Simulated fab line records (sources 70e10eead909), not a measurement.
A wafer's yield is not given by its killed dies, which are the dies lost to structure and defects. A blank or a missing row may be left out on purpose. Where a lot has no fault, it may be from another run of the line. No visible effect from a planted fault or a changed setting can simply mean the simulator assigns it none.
fab line records	flow nand-harc
[record] lots = 11	wafers = 33	last-day = 34
route steps=1302 shown P_STI@87 P_GATE@197 P_CONTACT@246 END@1302
lots untouched by any fault: they come from a run of this same line in which no faults occurred
start-h: the number of hours between the record's first day and the start of the first shown wafer of the lot	wait-h: how many hours have passed since the lot's step before this one	" unchanged from the row above	L1.1+2: several wafers, shown together as one row	- no value present, or no start provided	* or withheld: withheld	< > ~ a bound
route shown NAME@n: names a module that has steps shown in the file, with the first one's number in the route	usual: mean and standard deviation over wafers with no fault	same: alike in all rows	chamber/n: place in a boat	sites: readings site by site	_std_site: standard deviation across them	_edge_site: outer sites' mean less inner sites'	radius-mm: how far each site lies from the wafer's centre	mask NAME#n: copy n	behind: the most recent tool/chamber to have shaped the wafer	hold: reason for holding the lot/hours on hold/outcome of the hold	device: transistor that didn't switch, given as n, p or np	end of line: the route-end tests of the same wafers	for a step that has no rows: nothing shown but its recipe	killed: at the first sort, the dies lost to defects and structure; wafer yield is something else	map: the dies of a wafer, with x for killed, . for not killed, _ for no die there
set.NAME: setting as actually run; set.NAME@STEP: the setting as run at that earlier step	model.NAME: the simulator's own value behind a step, which no gauge read
a sample of lots followed through the steps of the route, with each step as a table and each wafer as a row
services: a tool's chamber out of use, with start hour (start-h, from the record's first day; less than 0 if before it), hours out, and reason
[[steps]]
[step NHARC_P_STI_DESCUM_14]
[recipe] time-s = 3	o2-flow-sccm = 200	ar-flow-sccm = 0	bias-power-w = 0	chemistry = O2
[usual] drypump-motor-current-A = 5.8/0.37	oes-product-au = 0.997/0.007	rf-vpp-V = 57.7/0.9	showerhead-plenum-p-Torr = 1.90/0.079	throttle-valve-pct = 11.313/0.0088
lot.wafer	tool	chamber	start-h	wait-h	drypump-motor-current-A	oes-product-au	rf-hours-counter-h	rf-vpp-V	showerhead-plenum-p-Torr	throttle-valve-pct
L865.3	rie-diel-05	3	73.91	-	5.8	1.007	0.9	60.7	2.07	11.313
L865.1	"	1	"	"	5.9	1.007	1.1	59.6	1.83	11.307
L865.5	"	3	"	"	5.8	1.004	-	57.7	2.07	11.306
L867.1	rie-diel-08	0	93.78	-	6.4	0.992	5.1	57.7	1.99	11.313
L867.4	"	2	"	"	5.8	0.997	4.2	58.0	1.94	11.305
L867.5	"	0	"	"	6.4	1.008	-	57.0	1.99	11.336
L869.2	rie-diel-08	3	113.41	-	5.6	0.994	6.4	58.8	1.94	11.323
L869.5	"	1	"	"	6.2	1.003	-	58.6	1.89	11.304
L869.6	"	2	"	"	5.8	1.007	-	57.2	1.94	11.323
L872.1	rie-diel-08	2	143.18	-	5.8	0.997	6.5	57.8	1.94	11.314
L872.3	"	3	"	"	5.6	1.005	7.8	58.3	1.94	11.308
L872.6	"	3	"	"	5.6	0.998	-	56.9	1.94	11.328
L874.4	rie-diel-08	1	167.91	-	6.2	1.013	6.0	57.4	1.89	11.316
L874.2	"	2	"	"	5.8	1.004	7.2	57.8	1.94	11.317
L874.6	"	1	"	"	6.2	0.996	-	57.8	1.89	11.307
L879.2	rie-diel-05	0	213.33	-	5.8	1.012	11.6	57.5	1.79	11.329
L879.5	"	2	"	"	5.9	0.998	-	56.6	1.80	11.322
L879.4	"	1	"	"	5.9	1.003	-	56.6	1.82	11.315
L881.1	rie-diel-08	3	234.72	-	5.6	0.992	1.9	57.2	1.94	11.299
L881.4	"	1	"	"	6.2	1.003	1.9	57.1	1.89	11.325
L881.6	"	0	"	"	6.4	1.001	-	57.5	1.99	11.315
L882.1	rie-diel-13	3	244.75	-	5.4	0.997	6.3	60.3	2.00	11.312
L882.4	"	0	"	"	6.3	0.996	5.9	58.3	1.82	11.314
L882.2	"	2	"	"	5.6	0.984	6.6	58.1	1.82	11.320
L883.1	rie-diel-05	0	254.67	-	5.8	0.999	0.9	55.9	1.79	11.299
L883.3	"	2	"	"	5.9	1.000	0.1	57.8	1.80	11.295
L883.5	"	3	"	"	5.8	1.000	-	57.4	2.07	11.306
L884.2	rie-diel-05	0	265.43	-	5.8	1.008	1.1	58.2	1.79	11.325
L884.6	"	3	"	"	5.8	0.993	-	57.4	2.06	11.320
L884.5	"	0	"	"	5.8	1.011	-	57.3	1.79	11.311
L885.1	rie-diel-08	3	274.65	-	5.6	0.999	4.2	57.4	1.94	11.300
L885.4	"	3	"	"	5.6	0.992	-	57.7	1.93	11.310
L885.5	"	1	"	"	6.2	1.003	-	58.5	1.89	11.314
[step NHARC_P_STI_ETCH_15]
[recipe] target-depth-a = 3000	taper-deg = 4	time-s = 100.1	hbr-flow-sccm = 150	cl2-flow-sccm = 50	rf-w = 400	icp-w = 400	bias-w = 100	chemistry = HBr/Cl2
[usual] drypump-motor-current-A = 5.6/0.44	mfc-cl2-sccm = 50.00/0.15	oes-product-au = 1.000/0.0069	rf-fwd-power-W = 397.3/1.4	throttle-valve-pct = 26.406/0.0095
lot.wafer	tool	chamber	start-h	wait-h	drypump-motor-current-A	mfc-cl2-sccm	oes-product-au	rf-fwd-power-W	rf-hours-counter-h	throttle-valve-pct
L865.3	rie-si-03	2	74.19	-	4.9	50.21	1.007	396.9	0.15	26.413
L865.1	"	3	"	"	5.5	50.01	1.002	396.6	0.14	26.392
L865.5	"	1	"	"	5.8	50.02	1.015	396.6	-	26.391
L867.1	rie-si-04	0	94.06	-	6.3	50.16	0.985	396.2	0.57	26.409
L867.4	"	1	"	"	5.4	49.78	0.997	395.6	0.75	26.420
L867.5	"	1	"	"	5.3	49.88	0.993	396.3	-	26.391
L869.2	rie-si-04	3	113.69	-	5.7	49.92	1.005	399.4	0.68	26.409
L869.5	"	1	"	"	5.3	50.17	1.012	397.3	-	26.407
L869.6	"	2	"	"	5.2	49.98	0.992	398.3	-	26.388
L872.3	rie-si-03	2	143.47	-	4.9	49.73	1.002	396.7	0.55	26.415
L872.1	"	0	"	"	5.0	50.03	1.008	397.8	0.61	26.402
L872.6	"	1	"	"	5.8	49.86	0.992	397.9	-	26.395
L874.2	rie-si-03	3	168.18	-	5.5	50.10	1.005	396.1	0.62	26.415
L874.4	"	0	"	"	5.0	50.01	0.992	398.9	0.72	26.405
L874.6	"	0	"	"	5.0	50.21	0.991	397.7	-	26.415
L879.4	rie-si-02	3	213.65	-	6.0	49.95	1.009	396.3	0.63	26.400
L879.2	"	0	"	"	5.5	49.94	1.006	399.3	0.67	26.418
L879.5	"	3	"	"	6.0	49.91	0.998	395.7	-	26.420
L881.4	rie-si-02	0	234.99	-	5.5	50.16	0.990	397.7	0.83	26.398
L881.1	"	1	"	"	6.4	50.04	0.990	399.6	0.73	26.393
L881.6	"	1	"	"	6.3	49.65	0.985	397.7	-	26.411
L882.1	rie-si-02	3	245.03	-	6.0	50.14	1.003	398.1	0.95	26.408
L882.2	"	1	"	"	6.4	49.83	0.996	401.7	0.84	26.414
L882.4	"	2	"	"	5.3	49.93	1.007	398.5	0.86	26.431
L883.3	rie-si-04	1	254.94	-	5.3	49.75	1.007	399.2	0.41	26.405
L883.1	"	2	"	"	5.2	50.13	1.005	396.4	0.45	26.390
L883.5	"	2	"	"	5.2	50.15	1.001	396.3	-	26.405
L884.2	rie-si-04	0	265.73	-	6.3	50.26	0.998	394.5	0.65	26.406
L884.5	"	2	"	"	5.2	49.85	1.012	397.8	-	26.433
L884.6	"	3	"	"	5.7	50.33	0.998	399.7	-	26.404
L885.4	rie-si-02	1	274.99	-	6.4	50.19	0.997	399.0	0.98	26.408
L885.1	"	2	"	"	5.3	49.89	0.997	396.1	0.98	26.389
L885.5	"	3	"	"	6.0	49.88	0.992	397.9	-	26.418
[step NHARC_P_GATE_EXPOSE_88]
[recipe] na = 0.6	target-cd-nm = 2000	dose-mj = 11.87	mask-id = P_HVN
[usual] reticle-temp-C = 23.01/0.11	stage-vel-mm-s = 499.96/0.28
lot.wafer	tool	chamber	start-h	wait-h	mask	reticle-temp-C	stage-vel-mm-s
L865.1	krf-scanner-03	0	145.74	-	P_HVN#0	23.04	500.08
L865.3	"	0	"	"	P_HVN#0	22.97	499.72
L865.5	"	0	"	"	P_HVN#0	22.86	499.85
L867.1	krf-scanner-03	0	164.68	-	P_HVN#0	23.11	499.57
L867.4	"	0	"	"	P_HVN#0	22.99	499.65
L867.5	"	0	"	"	P_HVN#0	23.09	499.48
L869.2	krf-scanner-04	0	189.13	-	P_HVN#0	22.93	500.33
L869.5	"	0	"	"	P_HVN#0	22.81	500.37
L869.6	"	0	"	"	P_HVN#0	23.09	500.46
L872.1	krf-scanner-03	0	208.94	-	P_PSD#0	22.78	500.10
L872.3	"	0	"	"	P_PSD#0	22.98	499.80
L872.6	"	0	"	"	P_PSD#0	22.92	500.20
L874.2	krf-scanner-04	0	236.35	-	P_HVN#0	22.87	499.82
L874.4	"	0	"	"	P_HVN#0	22.81	499.84
L874.6	"	0	"	"	P_HVN#0	22.93	499.96
L879.2	krf-scanner-03	0	285.08	-	P_HVN#0	23.11	500.09
L879.4	"	0	"	"	P_HVN#0	23.05	499.97
L879.5	"	0	"	"	P_HVN#0	23.06	499.87
L881.1	krf-scanner-03	0	306.59	-	P_HVN#0	23.01	499.99
L881.4	"	0	"	"	P_HVN#0	22.97	500.25
L881.6	"	0	"	"	P_HVN#0	23.01	500.45
L882.1	krf-scanner-02	0	311.28	-	P_HVN#0	23.17	500.42
L882.2	"	0	"	"	P_HVN#0	23.20	500.13
L882.4	"	0	"	"	P_HVN#0	22.98	499.90
L883.1	krf-scanner-03	0	319.47	-	P_HVN#0	23.08	499.96
L883.3	"	0	"	"	P_HVN#0	23.01	500.17
L883.5	"	0	"	"	P_HVN#0	22.97	500.18
L885.1	krf-scanner-03	0	338.59	-	P_HVN#0	23.00	499.73
L885.4	"	0	"	"	P_HVN#0	23.07	499.96
L885.5	"	0	"	"	P_HVN#0	23.15	499.97
L884.2	krf-scanner-03	0	339.30	-	P_HVN#0	23.12	499.87
L884.5	"	0	"	"	P_HVN#0	23.11	500.07
L884.6	"	0	"	"	P_HVN#0	23.11	500.13
[step NHARC_P_GATE_CD_MEAS_91]
[recipe] target-cd-nm = 2000	landing-energy-ev = 500
[usual] cd-nm = 1999.9/1.3
lot.wafer	tool	chamber	start-h	wait-h	cd-nm
L865.1	cd-sem-02	0	145.89	-	1999.0
L865.3	"	0	"	"	1999.9
L865.5	"	0	"	"	2000.3
L867.1	cd-sem-03	0	164.83	-	1999.8
L867.4	"	0	"	"	2000.7
L867.5	"	0	"	"	1999.0
L869.2	cd-sem-01	0	189.28	-	2000.6
L869.5	"	0	"	"	1999.3
L869.6	"	0	"	"	1999.1
L872.1	cd-sem-01	0	209.10	-	-
L872.3	"	0	"	"	-
L872.6	"	0	"	"	-
L874.2	cd-sem-03	0	236.50	-	1997.3
L874.4	"	0	"	"	1997.8
L874.6	"	0	"	"	1999.8
L879.2	cd-sem-02	0	285.24	-	2002.3
L879.4	"	0	"	"	2002.3
L879.5	"	0	"	"	2000.0
L881.1	cd-sem-02	0	306.74	-	1999.5
L881.4	"	0	"	"	2000.2
L881.6	"	0	"	"	1999.8
L882.1	cd-sem-03	0	311.43	-	2001.5
L882.2	"	0	"	"	1999.2
L882.4	"	0	"	"	1999.1
L883.1	cd-sem-02	0	319.63	-	2000.6
L883.3	"	0	"	"	2001.2
L883.5	"	0	"	"	2003.0
L885.1	cd-sem-01	0	338.74	-	1998.5
L885.4	"	0	"	"	1998.7
L885.5	"	0	"	"	1998.8
L884.2	cd-sem-01	0	339.45	-	2000.1
L884.5	"	0	"	"	2001.2
L884.6	"	0	"	"	1999.6
[step NHARC_P_CONTACT_PVD_32]
[recipe] target-thk-a = 50	chamber-pressure-pa = 5	power-w = 5000	substrate-temp-c = 200	time-s = 17.7	material = Ti
[usual] cathode-dc-power-W = 5000.0/0.93	chamber-pressure-pa = 5.001/0.01	throttle-valve-pct = 30.1/0.97
lot.wafer	tool	chamber	start-h	wait-h	cathode-dc-power-W	chamber-pressure-pa	throttle-valve-pct
L865.3	pvd-sputter-03	-	-	-	4999.4	4.993	31.2
L865.1	"	-	"	"	4999.8	5.001	28.3
L865.5	"	-	"	"	4998.8	4.996	31.4
L867.4	pvd-sputter-02	-	-	-	5000.3	4.999	30.8
L867.1	"	-	"	"	4998.1	4.993	30.0
L867.5	"	-	"	"	4999.1	5.000	29.6
L869.2	pvd-sputter-02	-	-	-	4999.8	5.017	30.0
L869.6	"	-	"	"	5000.8	5.022	30.8
L869.5	"	-	"	"	4999.3	5.022	29.6
L874.2	pvd-sputter-03	-	-	-	5000.6	5.014	29.1
L874.4	"	-	"	"	5001.0	5.021	31.4
L874.6	"	-	"	"	4998.8	4.995	29.3
L879.4	pvd-sputter-03	-	-	-	5001.3	5.005	30.0
L879.2	"	-	"	"	4999.6	5.006	28.7
L879.5	"	-	"	"	4999.2	4.987	31.4
L881.4	pvd-sputter-02	-	-	-	5000.3	5.005	31.8
L881.1	"	-	"	"	4999.9	4.995	30.3
L881.6	"	-	"	"	5000.3	4.999	29.2
L882.2	pvd-sputter-03	-	-	-	5000.7	5.017	29.9
L882.1	"	-	"	"	5001.3	4.994	29.0
L882.4	"	-	"	"	4999.8	5.022	31.2
L883.1	pvd-sputter-01	-	-	-	4999.2	4.991	31.5
L883.3	"	-	"	"	4999.4	5.006	31.9
L883.5	"	-	"	"	5001.7	5.002	31.4
L885.1	pvd-sputter-03	-	-	-	4998.9	4.996	31.0
L885.4	"	-	"	"	4999.0	5.004	28.9
L885.5	"	-	"	"	5001.2	4.998	31.5
L884.2	pvd-sputter-02	-	-	-	5000.1	5.018	31.6
L884.6	"	-	"	"	5000.2	5.000	29.5
L884.5	"	-	"	"	4999.8	5.009	32.0
[step NHARC_END_SORT_01]
[recipe] temp-c = 25
[usual] killed-at-array = 53/21	killed-at-other = 1.0/1.3	killed-at-periphery = 3.8/2.4	killed-dies = 58/21	killed-open = 3.4/1.9	killed-short = 2.4/1.5
[same] gross-dies = 677
lot.wafer	tool	chamber	start-h	wait-h	hold	killed-at-array	killed-at-other	killed-at-periphery	killed-dies	killed-open	killed-short
L865.1	prober-01	0	590.64	2.6	-	79	1	4	84	1	2
L865.3	prober-01	0	592.26	3.2	-	81	0	5	86	4	3
L865.5	prober-01	0	593.89	3.8	-	78	0	5	83	3	4
L872.1	prober-02	0	677.03	2.5	await-dispo/2.6h/scrap	47	1	629	677	2	3
L872.3	prober-02	0	678.64	3.1	await-dispo/2.6h/scrap	56	1	620	677	3	4
L872.6	prober-02	0	681.05	4.0	await-dispo/2.6h/scrap	74	2	601	677	1	3
L874.2	prober-02	0	692.30	2.8	-	56	0	9	65	1	2
L874.4	prober-02	0	693.89	3.4	-	65	0	5	70	1	4
L874.6	prober-02	0	695.47	4.0	-	51	2	5	58	4	0
L881.1	prober-02	0	783.72	2.5	-	42	0	1	43	3	0
L881.4	prober-02	0	786.12	3.4	-	44	2	1	47	6	2
L881.6	prober-02	0	787.72	4.0	-	42	4	3	49	3	3
L883.1	prober-01	0	791.48	2.5	-	11	3	3	17	3	2
L883.3	prober-01	0	793.11	3.1	-	23	2	6	31	3	1
L883.5	prober-01	0	794.74	3.8	-	13	0	2	15	5	3
// killed by level:class
L865.1 A_CHANNEL_HOLE_D1:chamber-film-flake=31 A_SLIT:chamber-film-flake=21 A_CHANNEL_HOLE_D2:chamber-film-flake=14 A_DECK1_JOINT:chamber-film-flake=3 A_STAIRCASE:chamber-film-flake=3 A_CONTACT:chamber-film-flake=3 P_CONTACT:chamber-film-flake=2 A_ONON_D2:geometric-particle:short=1
L865.3 A_CHANNEL_HOLE_D2:chamber-film-flake=35 A_SLIT:chamber-film-flake=18 A_CHANNEL_HOLE_D1:chamber-film-flake=16 A_CONTACT:chamber-film-flake=5 P_CONTACT:geometric-particle:open=1 P_M0:geometric-particle:open=1 A_CHANNEL_HOLE_D1:geometric-particle:short=1 A_WL_FILL:geometric-particle:open=1
L865.5 A_CHANNEL_HOLE_D1:chamber-film-flake=37 A_SLIT:chamber-film-flake=18 A_CHANNEL_HOLE_D2:chamber-film-flake=15 A_WL_FILL:geometric-particle:short=2 A_WL_FILL:geometric-particle:open=2 P_CONTACT:chamber-film-flake=2 P_M1:geometric-particle:short=1 A_CHANNEL_FILL_D1:geometric-particle:short=1
L872.1 P_GATE:area-expose=627 A_SLIT:chamber-film-flake=18 A_CHANNEL_HOLE_D1:chamber-film-flake=16 A_WL_FILL:chamber-film-flake=2 A_M1:chamber-film-flake=2 P_CONTACT:geometric-particle:open=1 A_ONON_D1:geometric-particle:short=1 A_DECK1_JOINT:geometric-particle:short=1
L872.3 P_GATE:area-expose=620 A_SLIT:chamber-film-flake=23 A_CHANNEL_HOLE_D1:chamber-film-flake=16 A_CONTACT:chamber-film-flake=6 A_ONON_D1:geometric-particle:short=1 A_CHANNEL_FILL_D1:geometric-particle:short=1 A_ONON_D2:geometric-particle:open=1 A_SGD_CUT:geometric-particle:open=1
L872.6 P_GATE:area-expose=598 A_CHANNEL_HOLE_D1:chamber-film-flake=36 A_SLIT:chamber-film-flake=24 A_CONTACT:chamber-film-flake=5 A_M0:geometric-particle:short=2 A_DECK1_JOINT:chamber-film-flake=2 A_STAIRCASE:chamber-film-flake=2 A_SGD_CUT:chamber-film-flake=2
L874.2 A_SLIT:chamber-film-flake=21 A_CHANNEL_HOLE_D2:chamber-film-flake=9 A_STAIRCASE:chamber-film-flake=9 P_BONDPAD:chamber-film-flake=5 A_CHANNEL_HOLE_D1:chamber-film-flake=5 A_CONTACT:chamber-film-flake=3 P_M1:chamber-film-flake=2 A_SGD_CUT:chamber-film-flake=2
L874.4 A_SLIT:chamber-film-flake=22 A_CHANNEL_HOLE_D2:chamber-film-flake=11 A_STAIRCASE:chamber-film-flake=10 A_CHANNEL_HOLE_D1:chamber-film-flake=5 A_CHANNEL_FILL_D1:chamber-film-flake=3 A_WL_FILL:chamber-film-flake=3 A_CONTACT:chamber-film-flake=3 P_ZERO_WELL:chamber-film-flake=2
L874.6 A_SLIT:chamber-film-flake=16 A_STAIRCASE:chamber-film-flake=10 A_CHANNEL_HOLE_D2:chamber-film-flake=9 A_CHANNEL_HOLE_D1:chamber-film-flake=6 P_BONDPAD:chamber-film-flake=3 A_CONTACT:chamber-film-flake=3 A_BONDPAD:chamber-film-flake=3 A_ONON_D2:geometric-particle:open=2
L881.1 A_SLIT:chamber-film-flake=22 A_CHANNEL_HOLE_D1:chamber-film-flake=6 A_CONTACT:chamber-film-flake=6 A_CHANNEL_FILL_D1:chamber-film-flake=3 P_ZERO_WELL:geometric-particle:open=1 A_ONON_D2:geometric-particle:open=1 A_M0:geometric-particle:open=1 A_DECK1_JOINT:chamber-film-flake=1
L881.4 A_SLIT:chamber-film-flake=19 A_CHANNEL_HOLE_D1:chamber-film-flake=9 A_CONTACT:chamber-film-flake=5 A_M0:chamber-film-flake=2 P_M1:geometric-particle:open=1 A_CHANNEL_FILL_D1:geometric-particle:short=1 A_ONON_D2:geometric-particle:open=1 A_CHANNEL_HOLE_D2:geometric-particle:open=1
L881.6 A_SLIT:chamber-film-flake=23 A_CONTACT:chamber-film-flake=8 THIN_TSV:chamber-film-flake=4 A_CHANNEL_FILL_D1:geometric-particle:open=3 A_CHANNEL_HOLE_D1:chamber-film-flake=2 A_STAIRCASE:chamber-film-flake=2 A_M0:chamber-film-flake=2 P_M1:geometric-particle:short=1
L883.1 A_SLIT:chamber-film-flake=3 A_CONTACT:chamber-film-flake=3 THIN_TSV:chamber-film-flake=3 P_M0:geometric-particle:open=1 A_ONON_D1:geometric-particle:short=1 A_CHANNEL_FILL_D1:geometric-particle:open=1 A_DECK1_JOINT:geometric-particle:short=1 A_STAIRCASE:geometric-particle:open=1
L883.3 A_CONTACT:chamber-film-flake=6 A_SLIT:chamber-film-flake=5 A_CHANNEL_FILL_D1:chamber-film-flake=3 P_M0:geometric-particle:open=2 A_CHANNEL_HOLE_D2:chamber-film-flake=2 THIN_TSV:chamber-film-flake=2 A_CHANNEL_FILL_D2:geometric-particle:short=1 A_M0:geometric-particle:open=1
L883.5 A_M0:geometric-particle:open=2 A_SLIT:chamber-film-flake=2 A_CONTACT:chamber-film-flake=2 A_ONON_D1:geometric-particle:short=1 A_CHANNEL_FILL_D2:geometric-particle:short=1 A_SGD_CUT:geometric-particle:open=1 A_WL_FILL:geometric-particle:open=1 A_CONTACT:geometric-particle:open=1
[[services]]
tool	chamber	start-h	hours	kind
rie-diel-08	1	50.06	4.2	repair
rie-diel-05	3	51.71	4.7	repair
krf-scanner-03	-	52.00	4.0	pm
rie-diel-05	-	52.60	9.0	pm
pvd-sputter-03	-	75.27	6.6	repair
rie-diel-08	-	79.29	2.7	repair
rie-si-02	-	100.00	9.0	pm
pvd-sputter-02	-	104.00	10.0	pm
rie-diel-08	-	105.61	2.4	repair
pvd-sputter-03	-	105.77	1.7	repair
rie-si-04	0	126.99	5.7	repair
krf-scanner-03	-	137.88	5.4	repair
rie-diel-05	3	151.34	6.8	repair
pvd-sputter-02	-	155.73	2.6	repair
pvd-sputter-03	-	161.99	6.5	repair
rie-si-04	-	165.00	9.0	pm
pvd-sputter-03	-	180.44	10.0	pm
rie-diel-08	-	190.80	9.0	pm
rie-diel-05	3	197.69	20.2	repair
krf-scanner-03	-	223.05	8.6	repair
rie-diel-08	1	238.27	7.7	repair
rie-diel-08	-	242.98	0.8	repair
krf-scanner-03	-	255.10	0.6	repair
rie-diel-08	0	274.41	3.5	repair
[[key]]
[first-sign] step = NHARC_P_GATE_EXPOSE_88	reading = mask	direction = changed
[effect] step = NHARC_P_GATE_CD_MEAS_91	reading = cd-nm	direction = missing
[effect] step = NHARC_END_SORT_01	reading = killed-at-periphery	direction = up	sigmas = 99+	usual = 3.8	struck = 616.7
[more-kills-born-at] NHARC_P_GATE_EXPOSE_88@krf-scanner-03 = 1845
met-at NHARC_P_GATE_EXPOSE_88
struck-lots L872
later-rows-left-out L872.1,L872.3,L872.6
tester-left-out L872
not-acting-at NHARC_P_STI_DESCUM_14,NHARC_P_STI_ETCH_15,NHARC_P_CONTACT_PVD_32
onset-between 164.68 208.94
[fault] kind = wrong-mask	tool = any	chamber = -	onset-h = 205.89	steps = NHARC_P_GATE_EXPOSE_88	aux-copy = P_PSD#0	scope = struck-lots-only
// tester-left-out: of these lots the tester's yield and bins aren't shown, on N5 and GAA mostly nor the transistor test; their killed dies are dies lost to structure and defects alone, not to doping, threshold or leakage, so they don't give the yield
// later-rows-left-out: the simulator's readings of these wafers behind a module that went badly wrong aren't trusted and aren't shown, but for the sort
